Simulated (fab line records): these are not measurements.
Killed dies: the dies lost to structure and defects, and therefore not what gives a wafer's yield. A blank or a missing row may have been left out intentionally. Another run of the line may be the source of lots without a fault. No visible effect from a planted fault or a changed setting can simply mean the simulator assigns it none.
fab line records -- flow nand_harc
record: lots: 7, wafers: 21, last_day: 24
route steps=1159 shown A_ONON_D1@424 END@1159
lots untouched by any fault: they come from a run of this same line in which no faults occurred
start_h: the number of hours between the record's first day and the start of the first shown wafer of the lot -- wait_h: time in hours since the lot's previous step -- " unchanged from the row above -- L1.1+2: several wafers, shown together as one row -- - no value present, or no start provided -- * or withheld: withheld -- < > ~ a bound
route shown NAME@n: a module of which the file shows steps, and the number in the route of the first -- usual: mean and standard deviation over wafers with no fault -- same: alike in all rows -- chamber/n: place in a boat -- sites: readings site by site -- _std_site: how widely they spread, as a standard deviation -- _edge_site: the outer-site mean with the inner-site mean subtracted -- radius_mm: for every site, how far away it sits from the centre of the wafer -- mask NAME#n: copy n -- behind: the tool/chamber that last shaped the wafer -- hold: reason for holding the lot/hours on hold/outcome of the hold -- device: the transistor (n, p or np) that didn't switch -- end of line: tests run on the same wafers once the route is complete -- a step with no rows: only its recipe -- killed: not the wafer's yield, but the dies lost to structure and defects at the first sort -- map: a wafer's dies, x killed, . not, _ none there
set.NAME: the run value of the setting; set.NAME@STEP: its run value at that earlier step -- model.NAME: the simulator's own value behind a step, which no gauge read
certain route steps with their lots: each step a table, each wafer a row
services: when a tool's chamber went out of use (start_h, in hours from the record's first day, below 0 if earlier), for how many hours, and the reason
== steps ==
step: NHARC_A_ONON_D1_DEP_00
recipe: target_thk_a: 10000, n2_flow_sccm: 2750, n2o_flow_sccm: 2000, nh3_flow_sccm: 500, sih4_flow_sccm: 210, temp_c: 400
step: NHARC_A_ONON_D1_THK_MEAS_02
recipe: thk_meas_gauge: ellipsometry
usual: thk_nm: 1003/9.6
lot.wafer,tool,chamber,start_h,wait_h,thk_nm
L503.1,film_metro-02,-,164.97,-,1003
L503.2,film_metro-02,-,164.97,-,1001
L503.4,film_metro-02,-,164.97,-,1001
L507.3,film_metro-02,-,187.04,-,993
L507.4,film_metro-02,-,187.04,-,994
L507.5,film_metro-02,-,187.04,-,995
L515.1,film_metro-02,-,237.18,-,995
L515.2,film_metro-02,-,237.18,-,995
L515.3,film_metro-02,-,237.18,-,996
L514.4,film_metro-01,-,237.53,-,995
L514.5,film_metro-01,-,237.53,-,996
L514.6,film_metro-01,-,237.53,-,994
L519.1,film_metro-02,-,257.73,-,995
L519.3,film_metro-02,-,257.73,-,997
L519.5,film_metro-02,-,257.73,-,995
L520.1,film_metro-02,-,266.07,-,1007
L520.4,film_metro-02,-,266.07,-,1007
L520.5,film_metro-02,-,266.07,-,1007
L523.1,film_metro-02,-,275.80,-,1004
L523.3,film_metro-02,-,275.80,-,1002
L523.5,film_metro-02,-,275.80,-,1003
step: NHARC_A_ONON_D1_DEP_03
recipe: target_thk_a: 10000, n2_flow_sccm: 2750, n2o_flow_sccm: 2000, nh3_flow_sccm: 500, sih4_flow_sccm: 210, temp_c: 400
step: NHARC_A_ONON_D1_THK_MEAS_05
recipe: thk_meas_gauge: ellipsometry
usual: thk_nm: 1000/9.2
lot.wafer,tool,chamber,start_h,wait_h,thk_nm
L503.1,film_metro-02,-,165.55,-,991
L503.2,film_metro-02,-,165.55,-,991
L503.4,film_metro-02,-,165.55,-,993
L507.3,film_metro-01,-,187.61,-,1009
L507.4,film_metro-01,-,187.61,-,1011
L507.5,film_metro-01,-,187.61,-,1008
L515.1,film_metro-01,-,237.75,-,988
L515.2,film_metro-01,-,237.75,-,990
L515.3,film_metro-01,-,237.75,-,987
L514.4,film_metro-01,-,238.25,-,988
L514.5,film_metro-01,-,238.25,-,989
L514.6,film_metro-01,-,238.25,-,987
L519.1,film_metro-02,-,258.73,-,1008
L519.3,film_metro-02,-,258.73,-,1007
L519.5,film_metro-02,-,258.73,-,1008
L520.1,film_metro-02,-,266.65,-,989
L520.4,film_metro-02,-,266.65,-,988
L520.5,film_metro-02,-,266.65,-,988
L523.1,film_metro-01,-,276.37,-,1002
L523.3,film_metro-01,-,276.37,-,1002
L523.5,film_metro-01,-,276.37,-,1003
step: NHARC_A_ONON_D1_DEP_06
recipe: target_thk_a: 10000, n2_flow_sccm: 2750, n2o_flow_sccm: 2000, nh3_flow_sccm: 500, sih4_flow_sccm: 210, temp_c: 400
step: NHARC_A_ONON_D1_THK_MEAS_08
recipe: thk_meas_gauge: ellipsometry
usual: thk_nm: 1001/8.6
lot.wafer,tool,chamber,start_h,wait_h,thk_nm
L503.1,film_metro-01,-,166.11,-,989
L503.2,film_metro-01,-,166.11,-,989
L503.4,film_metro-01,-,166.11,-,988
L507.3,film_metro-02,-,188.17,-,1004
L507.4,film_metro-02,-,188.17,-,1005
L507.5,film_metro-02,-,188.17,-,1004
L515.1,film_metro-01,-,238.59,-,999
L515.2,film_metro-01,-,238.59,-,999
L515.3,film_metro-01,-,238.59,-,999
L514.4,film_metro-01,-,239.15,-,1003
L514.5,film_metro-01,-,239.15,-,1003
L514.6,film_metro-01,-,239.15,-,1004
L519.1,film_metro-01,-,259.47,-,1010
L519.3,film_metro-01,-,259.47,-,1015
L519.5,film_metro-01,-,259.47,-,1011
L520.1,film_metro-02,-,267.21,-,994
L520.4,film_metro-02,-,267.21,-,996
L520.5,film_metro-02,-,267.21,-,993
L523.1,film_metro-02,-,276.94,-,1013
L523.3,film_metro-02,-,276.94,-,1012
L523.5,film_metro-02,-,276.94,-,1013
step: NHARC_A_ONON_D1_DEP_09
recipe: target_thk_a: 10000, n2_flow_sccm: 2750, n2o_flow_sccm: 2000, nh3_flow_sccm: 500, sih4_flow_sccm: 210, temp_c: 400
step: NHARC_A_ONON_D1_THK_MEAS_11
recipe: thk_meas_gauge: ellipsometry
usual: thk_nm: 1002/8.6
lot.wafer,tool,chamber,start_h,wait_h,thk_nm
L503.1,film_metro-02,-,166.68,-,1000
L503.2,film_metro-02,-,166.68,-,1001
L503.4,film_metro-02,-,166.68,-,998
L507.3,film_metro-02,-,188.76,-,1011
L507.4,film_metro-02,-,188.76,-,1013
L507.5,film_metro-02,-,188.76,-,1011
L515.1,film_metro-02,-,239.49,-,995
L515.2,film_metro-02,-,239.49,-,997
L515.3,film_metro-02,-,239.49,-,997
L514.4,film_metro-01,-,240.01,-,1016
L514.5,film_metro-01,-,240.01,-,1016
L514.6,film_metro-01,-,240.01,-,1018
L519.1,film_metro-01,-,260.18,-,997
L519.3,film_metro-01,-,260.18,-,998
L519.5,film_metro-01,-,260.18,-,997
L520.1,film_metro-02,-,267.79,-,1002
L520.4,film_metro-02,-,267.79,-,1002
L520.5,film_metro-02,-,267.79,-,1001
L523.1,film_metro-02,-,277.50,-,1002
L523.3,film_metro-02,-,277.50,-,1001
L523.5,film_metro-02,-,277.50,-,1002
step: NHARC_A_ONON_D1_DEP_12
recipe: target_thk_a: 10000, n2_flow_sccm: 2750, n2o_flow_sccm: 2000, nh3_flow_sccm: 500, sih4_flow_sccm: 210, temp_c: 400
step: NHARC_A_ONON_D1_THK_MEAS_14
recipe: thk_meas_gauge: ellipsometry
usual: thk_nm: 1001/14
lot.wafer,tool,chamber,start_h,wait_h,thk_nm
L503.1,film_metro-02,-,167.25,-,994
L503.2,film_metro-02,-,167.25,-,993
L503.4,film_metro-02,-,167.25,-,997
L507.3,film_metro-02,-,189.33,-,1010
L507.4,film_metro-02,-,189.33,-,1009
L507.5,film_metro-02,-,189.33,-,1009
L515.1,film_metro-01,-,240.36,-,1008
L515.2,film_metro-01,-,240.36,-,1009
L515.3,film_metro-01,-,240.36,-,1008
L514.4,film_metro-02,-,240.89,-,1008
L514.5,film_metro-02,-,240.89,-,1008
L514.6,film_metro-02,-,240.89,-,1006
L519.1,film_metro-02,-,261.18,-,1006
L519.3,film_metro-02,-,261.18,-,1006
L519.5,film_metro-02,-,261.18,-,1005
L520.1,film_metro-02,-,268.47,-,1013
L520.4,film_metro-02,-,268.47,-,1015
L520.5,film_metro-02,-,268.47,-,1015
L523.1,film_metro-01,-,278.07,-,989
L523.3,film_metro-01,-,278.07,-,990
L523.5,film_metro-01,-,278.07,-,989
step: NHARC_A_ONON_D1_ANNEAL_15
recipe: temp_c: 750, time_s: 3600
step: NHARC_A_ONON_D1_DEP_16
recipe: target_thk_a: 10000, n2_flow_sccm: 2750, n2o_flow_sccm: 2000, nh3_flow_sccm: 500, sih4_flow_sccm: 210, temp_c: 400
usual: n2o_flow_sccm: 2001/5.8
lot.wafer,tool,chamber,start_h,wait_h,n2o_flow_sccm
L503.1,pecvd_onon-02,0,177.26,0.1,1998
L503.2,pecvd_onon-02,0,177.26,0.1,2001
L503.4,pecvd_onon-02,0,177.26,0.1,1999
L507.3,pecvd_onon-04,0,198.57,0.2,1984
L507.4,pecvd_onon-04,0,198.57,0.2,1992
L507.5,pecvd_onon-04,0,198.57,0.2,1993
L514.4,pecvd_onon-04,0,256.99,0.2,1995
L514.5,pecvd_onon-04,0,256.99,0.2,1997
L514.6,pecvd_onon-04,0,256.99,0.2,1998
L515.1,pecvd_onon-04,0,257.17,0.4,1998
L515.2,pecvd_onon-04,0,257.17,0.4,1995
L515.3,pecvd_onon-04,0,257.17,0.4,1997
L519.1,pecvd_onon-04,0,267.61,0.2,2007
L519.3,pecvd_onon-04,0,267.61,0.2,2006
L519.5,pecvd_onon-04,0,267.61,0.2,2005
L520.1,pecvd_onon-01,0,274.94,0.1,1998
L520.4,pecvd_onon-01,0,274.94,0.1,1996
L520.5,pecvd_onon-01,0,274.94,0.1,2002
L523.1,pecvd_onon-02,0,285.37,0.1,2002
L523.3,pecvd_onon-02,0,285.37,0.1,2001
L523.5,pecvd_onon-02,0,285.37,0.1,1995
step: NHARC_A_ONON_D1_THK_MEAS_18
recipe: thk_meas_gauge: ellipsometry
usual: thk_nm: 1001/8.7
lot.wafer,tool,chamber,start_h,wait_h,thk_nm
L503.1,film_metro-01,-,177.76,-,999
L503.2,film_metro-01,-,177.76,-,1000
L503.4,film_metro-01,-,177.76,-,999
L507.3,film_metro-02,-,198.97,-,994
L507.4,film_metro-02,-,198.97,-,996
L507.5,film_metro-02,-,198.97,-,995
L514.4,film_metro-02,-,257.33,-,1605
L514.5,film_metro-02,-,257.33,-,1607
L514.6,film_metro-02,-,257.33,-,984
L515.1,film_metro-02,-,257.67,-,995
L515.2,film_metro-02,-,257.67,-,1616
L515.3,film_metro-02,-,257.67,-,997
L519.1,film_metro-02,-,268.12,-,1005
L519.3,film_metro-02,-,268.12,-,1006
L519.5,film_metro-02,-,268.12,-,1626
L520.1,film_metro-02,-,275.45,-,1001
L520.4,film_metro-02,-,275.45,-,1000
L520.5,film_metro-02,-,275.45,-,1001
L523.1,film_metro-02,-,285.88,-,1011
L523.3,film_metro-02,-,285.88,-,1014
L523.5,film_metro-02,-,285.88,-,1012
step: NHARC_A_ONON_D1_DEP_19
recipe: target_thk_a: 10000, n2_flow_sccm: 2750, n2o_flow_sccm: 2000, nh3_flow_sccm: 500, sih4_flow_sccm: 210, temp_c: 400
step: NHARC_END_SORT_01
recipe: temp_c: 25
usual: killed_at_array: 25/9.8, killed_at_other: 0.8/1.1, killed_at_periphery: 3.3/2.1, killed_dies: 29/10, killed_open: 3.3/1.8, killed_short: 1.9/1.4
same: gross_dies: 677
lot.wafer,tool,chamber,start_h,wait_h,killed_at_array,killed_at_other,killed_at_periphery,killed_dies,killed_open,killed_short
L507.3,prober-01,0,477.32,3.1,31,2,7,40,5,2
L507.4,prober-01,0,478.13,3.4,23,1,7,31,6,1
L507.5,prober-01,0,478.93,3.7,29,2,1,32,4,1
L515.1,prober-02,0,540.42,2.5,28,0,1,29,1,2
L515.2,prober-02,0,541.22,2.8,675,0,2,677,4,1
L515.3,prober-02,0,542.03,3.1,44,0,1,45,2,3
L514.4,prober-01,0,550.60,3.4,675,0,2,677,0,3
L514.5,prober-01,0,551.40,3.7,670,0,7,677,3,4
L519.5,prober-01,0,566.95,3.7,672,1,4,677,6,2
killed by level:class
L507.3 A_CHANNEL_HOLE_D1:chamber_film_flake=14 A_CONTACT:chamber_film_flake=4 A_CONTACT:geometric_particle:open=3 A_STAIRCASE:chamber_film_flake=3 P_ZERO_WELL:chamber_film_flake=2 A_ZERO_WELL:chamber_film_flake=2 A_CHANNEL_FILL_D1:chamber_film_flake=2 HYBRID_BOND:chamber_film_flake=2
L507.4 A_CHANNEL_HOLE_D1:chamber_film_flake=11 A_ONON_D1:geometric_particle:open=2 A_BLC:geometric_particle:open=2 P_ZERO_WELL:chamber_film_flake=2 P_M1:chamber_film_flake=2 A_STAIRCASE:chamber_film_flake=2 A_SLIT:chamber_film_flake=2 P_STI:geometric_particle:open=1
L507.5 A_CHANNEL_HOLE_D1:chamber_film_flake=11 A_STAIRCASE:chamber_film_flake=6 A_CONTACT:chamber_film_flake=5 A_WL_FILL:geometric_particle:open=2 P_CONTACT:geometric_particle:open=1 A_CHANNEL_FILL_D1:geometric_particle:open=1 A_WL_FILL:geometric_particle:short=1 A_ZERO_WELL:chamber_film_flake=1
L515.1 A_SLIT:chamber_film_flake=9 A_STAIRCASE:chamber_film_flake=7 A_CONTACT:chamber_film_flake=6 A_CHANNEL_HOLE_D1:chamber_film_flake=4 P_M0:geometric_particle:short=1 A_SGD_CUT:geometric_particle:open=1 A_CONTACT:geometric_particle:short=1
L515.2 A_ONON_D1:area_dep=643 A_SLIT:chamber_film_flake=11 A_STAIRCASE:chamber_film_flake=6 A_CONTACT:chamber_film_flake=6 A_CHANNEL_HOLE_D1:chamber_film_flake=5 P_GATE:geometric_particle:open=1 A_ONON_D1:geometric_particle:short=1 A_ONON_D1:geometric_particle:open=1
L515.3 A_SLIT:chamber_film_flake=12 A_STAIRCASE:chamber_film_flake=11 A_CHANNEL_HOLE_D1:chamber_film_flake=8 A_CONTACT:chamber_film_flake=7 A_WL_FILL:geometric_particle:short=2 P_GATE:geometric_particle:open=1 A_CONTACT:geometric_particle:open=1 A_CONTACT:geometric_particle:short=1
L514.4 A_ONON_D1:area_dep=660 A_CHANNEL_HOLE_D1:chamber_film_flake=4 A_CONTACT:chamber_film_flake=3 A_ZERO_WELL:chamber_film_flake=2 A_STAIRCASE:chamber_film_flake=2 A_CHANNEL_FILL_D1:geometric_particle:short=1 A_CONTACT:geometric_particle:short=1 A_M0:geometric_particle:short=1
L514.5 A_ONON_D1:area_dep=658 A_CHANNEL_HOLE_D1:chamber_film_flake=8 P_CONTACT:geometric_particle:short=3 P_CONTACT:geometric_particle:open=2 P_STI:chamber_film_flake=2 A_CONTACT:geometric_particle:short=1 A_CONTACT:geometric_particle:open=1 A_ZERO_WELL:chamber_film_flake=1
L519.5 A_ONON_D1:area_dep=649 A_STAIRCASE:chamber_film_flake=6 A_CHANNEL_HOLE_D1:chamber_film_flake=5 A_CONTACT:chamber_film_flake=4 P_ZERO_WELL:chamber_film_flake=2 P_GATE:geometric_particle:open=1 P_CONTACT:geometric_particle:short=1 A_CHANNEL_HOLE_D1:geometric_particle:open=1
map L514.4 (x killed, . not)
____________x____________
_________xxxxxxx_________
_______xxxxxxxxxxx_______
______xxxxxxxxxxxxx______
_____xxxxxxxxxxxxxxx_____
____xxxxxxxxxxxxxxxxx____
____xxxxxxxxxxxxxxxxx____
___xxxxxxxxxxxxxxxxxxx___
___xxxxxxxxxxxxxxxxxxx___
__xxxxxxxxxxxxxxxxxxxxx__
__xxxxxxxxxxxxxxxxxxxxx__
_xxxxxxxxxxxxxxxxxxxxxxx_
_xxxxxxxxxxxxxxxxxxxxxxx_
_xxxxxxxxxxxxxxxxxxxxxxx_
_xxxxxxxxxxxxxxxxxxxxxxx_
_xxxxxxxxxxxxxxxxxxxxxxx_
xxxxxxxxxxxxxxxxxxxxxxxxx
xxxxxxxxxxxxxxxxxxxxxxxxx
xxxxxxxxxxxxxxxxxxxxxxxxx
xxxxxxxxxxxxxxxxxxxxxxxxx
xxxxxxxxxxxxxxxxxxxxxxxxx
_xxxxxxxxxxxxxxxxxxxxxxx_
_xxxxxxxxxxxxxxxxxxxxxxx_
_xxxxxxxxxxxxxxxxxxxxxxx_
_xxxxxxxxxxxxxxxxxxxxxxx_
_xxxxxxxxxxxxxxxxxxxxxxx_
__xxxxxxxxxxxxxxxxxxxxx__
__xxxxxxxxxxxxxxxxxxxxx__
___xxxxxxxxxxxxxxxxxxx___
___xxxxxxxxxxxxxxxxxxx___
____xxxxxxxxxxxxxxxxx____
____xxxxxxxxxxxxxxxxx____
_____xxxxxxxxxxxxxxx_____
______xxxxxxxxxxxxx______
_______xxxxxxxxxxx_______
_________xxxxxxx_________
____________x____________
map L515.2 (x killed, . not)
____________x____________
_________xxxxxxx_________
_______xxxxxxxxxxx_______
______xxxxxxxxxxxxx______
_____xxxxxxxxxxxxxxx_____
____xxxxxxxxxxxxxxxxx____
____xxxxxxxxxxxxxxxxx____
___xxxxxxxxxxxxxxxxxxx___
___xxxxxxxxxxxxxxxxxxx___
__xxxxxxxxxxxxxxxxxxxxx__
__xxxxxxxxxxxxxxxxxxxxx__
_xxxxxxxxxxxxxxxxxxxxxxx_
_xxxxxxxxxxxxxxxxxxxxxxx_
_xxxxxxxxxxxxxxxxxxxxxxx_
_xxxxxxxxxxxxxxxxxxxxxxx_
_xxxxxxxxxxxxxxxxxxxxxxx_
xxxxxxxxxxxxxxxxxxxxxxxxx
xxxxxxxxxxxxxxxxxxxxxxxxx
xxxxxxxxxxxxxxxxxxxxxxxxx
xxxxxxxxxxxxxxxxxxxxxxxxx
xxxxxxxxxxxxxxxxxxxxxxxxx
_xxxxxxxxxxxxxxxxxxxxxxx_
_xxxxxxxxxxxxxxxxxxxxxxx_
_xxxxxxxxxxxxxxxxxxxxxxx_
_xxxxxxxxxxxxxxxxxxxxxxx_
_xxxxxxxxxxxxxxxxxxxxxxx_
__xxxxxxxxxxxxxxxxxxxxx__
__xxxxxxxxxxxxxxxxxxxxx__
___xxxxxxxxxxxxxxxxxxx___
___xxxxxxxxxxxxxxxxxxx___
____xxxxxxxxxxxxxxxxx____
____xxxxxxxxxxxxxxxxx____
_____xxxxxxxxxxxxxxx_____
______xxxxxxxxxxxxx______
_______xxxxxxxxxxx_______
_________xxxxxxx_________
____________x____________
== services ==
tool,chamber,start_h,hours,kind
pecvd_onon-01,-,195.04,13.0,pm
pecvd_onon-04,-,237.37,13.0,pm
== key ==
first_sign: step: NHARC_A_ONON_D1_THK_MEAS_18, reading: thk_nm, direction: up, sigmas: 71, usual: 1001, struck: 1614
effect: step: NHARC_END_SORT_01, reading: killed_at_array, direction: up, sigmas: 66, usual: 25, struck: 673
more_kills_born_at: NHARC_A_ONON_D1_DEP_16@pecvd_onon-04: 2610
met_at NHARC_A_ONON_D1_DEP_16
struck_wafers L514.4,L514.5,L515.2,L519.5
later_rows_left_out L514.4,L514.5,L515.2,L519.5
tester_left_out L514,L515,L519
onset_between 198.57 256.99
fault: kind: process_parameter_drift, tool: pecvd_onon-04, chamber: -, onset_h: 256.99, steps: NHARC_A_ONON_D1_DEP_16, channel: target_thk_a, offset: *, shape: step, end_h: 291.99, scope: struck_wafers_only, acts_in: *, stated: *
tester_left_out: of these lots the tester's yield and bins aren't shown, on N5 and GAA mostly nor the transistor test; their killed dies are dies lost to structure and defects alone, not to doping, threshold or leakage, so they don't give the yield
later_rows_left_out: the simulator's readings of these wafers behind a module that went badly wrong aren't trusted and aren't shown, but for the sort
